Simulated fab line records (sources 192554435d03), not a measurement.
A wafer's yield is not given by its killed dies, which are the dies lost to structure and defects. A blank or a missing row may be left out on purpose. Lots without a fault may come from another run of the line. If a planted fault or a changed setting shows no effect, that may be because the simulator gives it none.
fab line records + flow n5-finfet
[record]
- lots = 7
- wafers = 21
route steps=1938 shown BEOL_M15@1809 PASS1_DEP@1831 PASSIVATION@1929
start-h: the number of hours between the record's first day and the start of the first shown wafer of the lot + wait-h: how many hours have passed since the lot's step before this one + " unchanged from the row above + L1.1+2: a row that stands for several wafers + - no value, or no start was given + * or withheld: withheld + < > ~ a bound
route shown NAME@n: NAME is a module with steps in the file, n the number in the route of the first one + usual: mean and standard deviation over wafers with no fault + same: alike in all rows + chamber/n: place in a boat + sites: per-site readings + _std_site: the values' standard deviation + _edge_site: mean of outer sites minus mean of inner sites + radius-mm: for every site, how far away it sits from the centre of the wafer + mask NAME#n: copy n + behind: the last tool/chamber to shape the wafer + hold: the reason the lot was held/the length of the hold in hours/how it ended + device: transistor that didn't switch, given as n, p or np + end of line: the route-end tests of the same wafers + a step without rows: its recipe alone + killed: the dies lost at the first sort to structure and to defects; this is not the yield of the wafer + map: per-die view of a wafer (x killed, . not killed, _ where there is no die)
set.NAME: the setting that was run; set.NAME@STEP: the one run at that earlier step + model.NAME: the simulator's own value behind a step, which no gauge read
lots whose settings were changed on purpose; a table a step, a row a wafer
[[steps]]
[step N5_BEOL_M15_TRENCH_ETCH_34]
[recipe]
- chemistry = C4F8/O2/Ar
- target = SiO2
- target-depth-a = 8729.3
- he-inner-torr = 15
- he-outer-torr = 30
- time-s = 199
- ion-energy-ev = 800
- pressure-mtorr = 20
- source-w = 1905
- bias-w = 2040
- Ar_flow_sccm = 400
- C4F8_flow_sccm = 16
- O2_flow_sccm = 12
| lot.wafer | tool        | chamber | start-h | wait-h | set.time-s | model.etch.depth-nm | model.coat_of_BEOL_M15_COAT_22.thk-nm |
|-----------|-------------|---------|---------|--------|------------|---------------------|---------------------------------------|
| L074.3    | rie-diel-02 | 2       | 291.16  | 0.0    | 199        | 882.6               | 537.2                                 |
| L074.4    | "           | 3       | "       | "      | 199        | 893.4               | 536.2                                 |
| L074.6    | "           | 1       | "       | "      | 199        | 877.8               | 537                                   |
| L076.2    | rie-diel-05 | 1       | 304.52  | 0.0    | 227        | 991.4               | 519.2                                 |
| L076.3    | "           | 0       | "       | "      | 227        | 1005                | 515.6                                 |
| L076.6    | "           | 2       | "       | "      | 227        | 998.1               | 519.2                                 |
| L077.2    | rie-diel-06 | 3       | 322.41  | 0.0    | 160.7      | 682.1               | 579.8                                 |
| L077.3    | "           | 0       | "       | "      | 199        | 868.9               | 538.4                                 |
| L077.4    | "           | 1       | "       | "      | 160.7      | 705.1               | 572.6                                 |
| L078.1    | rie-diel-06 | 2       | 331.15  | 0.0    | 199        | 848                 | 549.6                                 |
| L078.2    | "           | 3       | "       | "      | 199        | 846.8               | 550.4                                 |
| L078.5    | "           | 0       | "       | "      | 199        | 870.7               | 544.2                                 |
| L079.1    | rie-diel-06 | 3       | 334.77  | 0.0    | 199        | 859.8               | 547.6                                 |
| L079.3    | "           | 0       | "       | "      | 199        | 877.8               | 540.4                                 |
| L079.5    | "           | 1       | "       | "      | 199        | 881.5               | 541.6                                 |
| L096.1    | rie-diel-02 | 1       | 442.36  | 0.0    | 199        | 875.7               | 546.2                                 |
| L096.3    | "           | 3       | "       | "      | 233.3      | 1039                | 513.4                                 |
| L096.6    | "           | 3       | "       | "      | 233.3      | 1044                | 511.6                                 |
| L097.1    | rie-diel-06 | 3       | 444.23  | 0.0    | 199        | 873.3               | 542.6                                 |
| L097.2    | "           | 2       | "       | "      | 199        | 862.1               | 547.4                                 |
| L097.6    | "           | 2       | "       | "      | 199        | 860.5               | 548.8                                 |
[step N5_BEOL_M15_STRIP_36]
[recipe]
- chemistry = O2
- power-w = 600
- temp-c = 60
- pressure-mtorr = 30
- rf-frequency-hz = 6e+07
- bias-power-w = 0
- overash-fraction = 0.3
- o2-flow-sccm = 225
[step N5_BEOL_M15_ECD_47]
[recipe]
- material = Cu
- target-thk-a = 18600
[step N5_BEOL_M15_ANNEAL_48]
[recipe]
- temp-c = 225
- time-s = 90
- ambient = N2
[step N5_BEOL_M15_CMP_49]
[recipe]
- stop-on = SiO2
- t-overpolish-s = 4.9
- down-force-psi = 2
- platen-rpm = 80
- clearing-platen-down-force-psi = 2
- clearing-platen-rpm = 80
- post-cmp-clean = cu-alkaline
- target-thk-nm = 850
- clearing-platen-pad-velocity-m-s = 1.5917
- pad-velocity-m-s = 1.5917
| lot.wafer | tool   | chamber | start-h | wait-h | set.time-s@BEOL_M15_TRENCH_ETCH_34 | model.Cu_of_BEOL_M15_ECD_47.thk-nm |
|-----------|--------|---------|---------|--------|------------------------------------|------------------------------------|
| L074.3    | cmp-04 | 0       | 293.69  | 0.2    | 199                                | 857.6                              |
| L074.4    | "      | 2       | "       | "      | 199                                | 867.6                              |
| L074.6    | "      | 0       | "       | "      | 199                                | 852.6                              |
| L076.2    | cmp-01 | 3       | 309.16  | 0.2    | 227                                | 969.6                              |
| L076.3    | "      | 1       | "       | "      | 227                                | 983.6                              |
| L076.6    | "      | 3       | "       | "      | 227                                | 975.8                              |
| L077.4    | cmp-04 | 1       | 324.75  | 0.1    | 160.7                              | 682                                |
| L077.3    | "      | 2       | "       | "      | 199                                | 846.2                              |
| L077.2    | "      | 0       | "       | "      | 160.7                              | 660                                |
| L078.2    | cmp-03 | 2       | 333.82  | 0.2    | 199                                | 824.4                              |
| L078.1    | "      | 0       | "       | "      | 199                                | 825.8                              |
| L078.5    | "      | 2       | "       | "      | 199                                | 848.2                              |
| L079.1    | cmp-01 | 2       | 336.99  | 0.3    | 199                                | 834.2                              |
| L079.3    | "      | 3       | "       | "      | 199                                | 854.8                              |
| L079.5    | "      | 2       | "       | "      | 199                                | 857.2                              |
| L096.1    | cmp-03 | 0       | 444.20  | 0.3    | 199                                | 853.2                              |
| L096.3    | "      | 1       | "       | "      | 233.3                              | 1017                               |
| L096.6    | "      | 0       | "       | "      | 233.3                              | 1021                               |
| L097.1    | cmp-03 | 1       | 446.30  | 0.3    | 199                                | 851                                |
| L097.2    | "      | 3       | "       | "      | 199                                | 838.2                              |
| L097.6    | "      | 1       | "       | "      | 199                                | 839.2                              |
[step N5_BEOL_M15_THK_MEAS_50]
[recipe]
- thk-meas-gauge = xrf
- reads = Cu_of_BEOL_M15_ECD_47
[usual]
- M15_THK = 858/14
| lot.wafer | tool          | chamber | start-h | wait-h | set.time-s@BEOL_M15_TRENCH_ETCH_34 | M15_THK[nm] |
|-----------|---------------|---------|---------|--------|------------------------------------|-------------|
| L074.3    | film-metro-01 | -       | 293.99  | -      | 199                                | 854         |
| L074.4    | "             | -       | "       | "      | 199                                | 865         |
| L074.6    | "             | -       | "       | "      | 199                                | 854         |
| L076.2    | film-metro-01 | -       | 309.45  | -      | 227                                | 967         |
| L076.3    | "             | -       | "       | "      | 227                                | 981         |
| L076.6    | "             | -       | "       | "      | 227                                | 972         |
| L077.2    | film-metro-02 | -       | 325.04  | -      | 160.7                              | 663         |
| L077.3    | "             | -       | "       | "      | 199                                | 853         |
| L077.4    | "             | -       | "       | "      | 160.7                              | 683         |
| L078.1    | film-metro-01 | -       | 334.12  | -      | 199                                | 831         |
| L078.2    | "             | -       | "       | "      | 199                                | 826         |
| L078.5    | "             | -       | "       | "      | 199                                | 849         |
| L079.1    | film-metro-02 | -       | 337.25  | -      | 199                                | 834         |
| L079.3    | "             | -       | "       | "      | 199                                | 855         |
| L079.5    | "             | -       | "       | "      | 199                                | 861         |
| L096.1    | film-metro-01 | -       | 444.49  | -      | 199                                | 855         |
| L096.3    | "             | -       | "       | "      | 233.3                              | 1026        |
| L096.6    | "             | -       | "       | "      | 233.3                              | 1025        |
| L097.1    | film-metro-01 | -       | 446.59  | -      | 199                                | 856         |
| L097.2    | "             | -       | "       | "      | 199                                | 838         |
| L097.6    | "             | -       | "       | "      | 199                                | 849         |
[step N5_BEOL_M15_PRE_CLEAN_52]
[recipe]
- gas = NH3
- time-s = 15
- temp-c = withheld
- rf-power-w = 300
[step N5_BEOL_M15_DEP_53]
[recipe]
- material = SiCN
- target-thk-a = 500
- temp-c = withheld
- precursor = 3MS/NH3
- pressure-torr = 3
- rf-w = 675
- time-s = 17.8
[step N5_BEOL_M15_RS_MEAS_54]
[recipe]
- thk-meas-gauge = four-point-probe
- reads = Cu_of_BEOL_M15_ECD_47+Ta_of_BEOL_M15_SPUTTER_44+TaN_of_BEOL_M15_SPUTTER_43
[usual]
- M15_RS = 0.0214/0.00033
| lot.wafer | tool          | chamber | start-h | wait-h | set.time-s@BEOL_M15_TRENCH_ETCH_34 | M15_RS[ohm/sq] |
|-----------|---------------|---------|---------|--------|------------------------------------|----------------|
| L074.3    | film-metro-02 | -       | 294.11  | 0.1    | 199                                | 0.0213         |
| L074.4    | "             | -       | "       | "      | 199                                | 0.0211         |
| L074.6    | "             | -       | "       | "      | 199                                | 0.0215         |
| L076.2    | film-metro-02 | -       | 309.58  | 0.1    | 227                                | 0.0188         |
| L076.3    | "             | -       | "       | "      | 227                                | 0.0186         |
| L076.6    | "             | -       | "       | "      | 227                                | 0.0187         |
| L077.2    | film-metro-01 | -       | 325.17  | 0.1    | 160.7                              | 0.0279         |
| L077.3    | "             | -       | "       | "      | 199                                | 0.0216         |
| L077.4    | "             | -       | "       | "      | 160.7                              | 0.0270         |
| L078.1    | film-metro-01 | -       | 334.25  | 0.0    | 199                                | 0.0222         |
| L078.2    | "             | -       | "       | "      | 199                                | 0.0222         |
| L078.5    | "             | -       | "       | "      | 199                                | 0.0216         |
| L079.1    | film-metro-02 | -       | 337.38  | 0.0    | 199                                | 0.0220         |
| L079.3    | "             | -       | "       | "      | 199                                | 0.0214         |
| L079.5    | "             | -       | "       | "      | 199                                | 0.0213         |
| L096.1    | film-metro-02 | -       | 444.62  | 0.0    | 199                                | 0.0214         |
| L096.3    | "             | -       | "       | "      | 233.3                              | 0.0180         |
| L096.6    | "             | -       | "       | "      | 233.3                              | 0.0179         |
| L097.1    | film-metro-01 | -       | 446.72  | 0.0    | 199                                | 0.0215         |
| L097.2    | "             | -       | "       | "      | 199                                | 0.0218         |
| L097.6    | "             | -       | "       | "      | 199                                | 0.0218         |
[step N5_PASSIVATION_PECVD_00]
[recipe]
- material = SiO2
- target-thk-a = 2000
- temp-c = 400
- precursor = SiH4/N2O
- pressure-torr = 2.7
- rf-w = 608
- time-s = 11.2
| lot.wafer | tool     | chamber | start-h | wait-h | set.time-s | model.SiO2_of_PASSIVATION_PECVD_00.thk-nm |
|-----------|----------|---------|---------|--------|------------|-------------------------------------------|
| L074.3    | pecvd-03 | 2       | 295.14  | 0.5    | 11.2       | 193.4                                     |
| L074.4    | "        | 1       | "       | "      | 11.2       | 202.6                                     |
| L074.6    | "        | 0       | "       | "      | 11.2       | 202                                       |
| L076.2    | pecvd-01 | 2       | 310.59  | 0.7    | 11.97      | 212.8                                     |
| L076.3    | "        | 1       | "       | "      | 11.2       | 198.8                                     |
| L076.6    | "        | 1       | "       | "      | 11.2       | 201.4                                     |
| L077.2    | pecvd-04 | 1       | 326.19  | 0.7    | 11.2       | 200.2                                     |
| L077.3    | "        | 2       | "       | "      | 9.547      | 168.2                                     |
| L077.4    | "        | 2       | "       | "      | 9.547      | 170                                       |
| L078.1    | pecvd-03 | 1       | 335.26  | 0.8    | 11.2       | 199.8                                     |
| L078.2    | "        | 2       | "       | "      | 9.627      | 167.4                                     |
| L078.5    | "        | 1       | "       | "      | 9.627      | 173.4                                     |
| L079.1    | pecvd-04 | 1       | 338.39  | 0.8    | 11.91      | 214.2                                     |
| L079.3    | "        | 2       | "       | "      | 11.91      | 213.6                                     |
| L079.5    | "        | 0       | "       | "      | 11.2       | 207.6                                     |
| L096.1    | pecvd-03 | 0       | 445.63  | 0.8    | 11.2       | 198.6                                     |
| L096.3    | "        | 2       | "       | "      | 11.2       | 193.6                                     |
| L096.6    | "        | 1       | "       | "      | 11.2       | 202.2                                     |
| L097.1    | pecvd-04 | 1       | 447.74  | 0.8    | 11.2       | 199.6                                     |
| L097.2    | "        | 2       | "       | "      | 11.2       | 198.2                                     |
| L097.6    | "        | 1       | "       | "      | 11.2       | 201.2                                     |
[step N5_PASSIVATION_PASS_ETCH_47]
[recipe]
- chemistry = CF4/O2
- target = SiNx
- target-depth-a = 7700
- time-s = 385
- ion-energy-ev = 100
- pressure-mtorr = 40
- source-w = 535
- bias-w = 49
- Ar_flow_sccm = 100
- cf4-flow-sccm = 100
- O2_flow_sccm = 10
| lot.wafer | tool        | chamber | start-h | wait-h | set.time-s | model.etch.depth-nm |
|-----------|-------------|---------|---------|--------|------------|---------------------|
| L074.3    | rie-diel-01 | 0       | 304.10  | 0.0    | 385        | 739.5               |
| L074.4    | "           | 1       | "       | "      | 464.4      | 932.3               |
| L074.6    | "           | 2       | "       | "      | 464.4      | 910.6               |
| L076.2    | rie-diel-04 | 1       | 324.62  | 0.0    | 385        | 748.1               |
| L076.3    | "           | 2       | "       | "      | 385        | 747.3               |
| L076.6    | "           | 2       | "       | "      | 385        | 761.3               |
| L077.2    | rie-diel-04 | 3       | 334.85  | 0.0    | 406.9      | 799.4               |
| L077.3    | "           | 2       | "       | "      | 406.9      | 792.6               |
| L077.4    | "           | 1       | "       | "      | 385        | 743.8               |
| L078.1    | rie-diel-03 | 0       | 346.27  | 0.0    | 337.5      | 658.4               |
| L078.2    | "           | 2       | "       | "      | 337.5      | 663.2               |
| L078.5    | "           | 1       | "       | "      | 385        | 749                 |
| L079.1    | rie-diel-04 | 1       | 351.61  | 0.0    | 327.5      | 631                 |
| L079.3    | "           | 3       | "       | "      | 327.5      | 644.5               |
| L079.5    | "           | 0       | "       | "      | 385        | 750                 |
| L096.1    | rie-diel-04 | 0       | 458.93  | 0.0    | 385        | 739.7               |
| L096.3    | "           | 3       | "       | "      | 385        | 747.9               |
| L096.6    | "           | 0       | "       | "      | 318.3      | 613.8               |
| L097.1    | rie-diel-03 | 3       | 459.20  | 0.0    | 385        | 773.8               |
| L097.2    | "           | 2       | "       | "      | 385        | 755.4               |
| L097.6    | "           | 3       | "       | "      | 385        | 770.6               |
[step N5_PASSIVATION_ETCH_54]
[recipe]
- chemistry = CHF3/O2
- target = SiO2
- target-depth-a = 8800
- CHF3_flow_sccm = 50
- O2_flow_sccm = 5
- Ar_flow_sccm = 200
- time-s = 440
- mask-material = PR
- pressure-mtorr = 30
- source-w = 650
- bias-w = 170
- ion-energy-ev = 200
| lot.wafer | tool        | chamber | start-h | wait-h | set.time-s | model.PASSIVATION.feature-depth-nm | model.etch.depth-nm |
|-----------|-------------|---------|---------|--------|------------|------------------------------------|---------------------|
| L074.3    | rie-diel-01 | 0       | 304.33  | 0.1    | 440        | 844.6                              | 844.6               |
| L074.4    | "           | 1       | "       | "      | 440        | 881.4                              | 881.3               |
| L074.6    | "           | 2       | "       | "      | 399.8      | 781.2                              | 781.1               |
| L076.2    | rie-diel-04 | 1       | 324.84  | 0.1    | 440        | 863.4                              | 863.3               |
| L076.3    | "           | 2       | "       | "      | 440        | 864.8                              | 864.9               |
| L076.6    | "           | 2       | "       | "      | 440        | 854.6                              | 854.6               |
| L077.2    | rie-diel-04 | 3       | 335.08  | 0.1    | 440        | 862.8                              | 862.8               |
| L077.3    | "           | 2       | "       | "      | 495.5      | 971.4                              | 971.4               |
| L077.4    | "           | 1       | "       | "      | 495.5      | 965.6                              | 965.5               |
| L078.1    | rie-diel-03 | 1       | 346.49  | 0.1    | 440        | 865                                | 865.1               |
| L078.2    | "           | 2       | "       | "      | 467.6      | 918                                | 918.1               |
| L078.5    | "           | 1       | "       | "      | 440        | 862                                | 862.1               |
| L079.1    | rie-diel-04 | 1       | 351.83  | 0.1    | 440        | 861.2                              | 861.3               |
| L079.3    | "           | 3       | "       | "      | 440        | 875.6                              | 875.6               |
| L079.5    | "           | 0       | "       | "      | 440        | 842                                | 841.9               |
| L096.1    | rie-diel-04 | 0       | 459.16  | 0.1    | 440        | 837.8                              | 837.9               |
| L096.3    | "           | 3       | "       | "      | 440        | 866.8                              | 866.8               |
| L096.6    | "           | 0       | "       | "      | 440        | 852                                | 851.9               |
| L097.1    | rie-diel-03 | 3       | 459.43  | 0.1    | 440        | 885.4                              | 885.5               |
| L097.2    | "           | 2       | "       | "      | 440        | 855.6                              | 855.7               |
| L097.6    | "           | 3       | "       | "      | 440        | 886.8                              | 886.8               |
[[key]]
[split]
- step = N5_BEOL_M15_TRENCH_ETCH_34
- setting = time-s
- stated = 199
- by = wafer
[response]
- step = N5_BEOL_M15_TRENCH_ETCH_34
- reading = model.etch.depth-nm
- change = +9.33
- per = 1%
- r = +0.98
[response]
- step = N5_BEOL_M15_TRENCH_ETCH_34
- reading = model.coat_of_BEOL_M15_COAT_22.thk-nm
- change = -1.96
- per = 1%
- r = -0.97
[response]
- step = N5_BEOL_M15_CMP_49
- reading = model.Cu_of_BEOL_M15_ECD_47.thk-nm
- change = +9.34
- per = 1%
- r = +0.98
[response]
- step = N5_BEOL_M15_THK_MEAS_50
- reading = M15_THK
- change = +9.59
- per = 1%
- r = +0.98
[response]
- step = N5_BEOL_M15_RS_MEAS_54
- reading = M15_RS
- change = -0.000258
- per = 1%
- r = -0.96
[split]
- step = N5_PASSIVATION_PECVD_00
- setting = time-s
- stated = 11.2
- by = wafer
[response]
- step = N5_PASSIVATION_PECVD_00
- reading = model.SiO2_of_PASSIVATION_PECVD_00.thk-nm
- change = +1.99
- per = 1%
- r = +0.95
[split]
- step = N5_PASSIVATION_PASS_ETCH_47
- setting = time-s
- stated = 385
- by = wafer
[response]
- step = N5_PASSIVATION_PASS_ETCH_47
- reading = model.etch.depth-nm
- change = +8
- per = 1%
- r = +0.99
[split]
- step = N5_PASSIVATION_ETCH_54
- setting = time-s
- stated = 440
- by = wafer
[response]
- step = N5_PASSIVATION_ETCH_54
- reading = model.PASSIVATION.feature-depth-nm
- change = +8.59
- per = 1%
- r = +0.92
[response]
- step = N5_PASSIVATION_ETCH_54
- reading = model.etch.depth-nm
- change = +8.59
- per = 1%
- r = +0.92
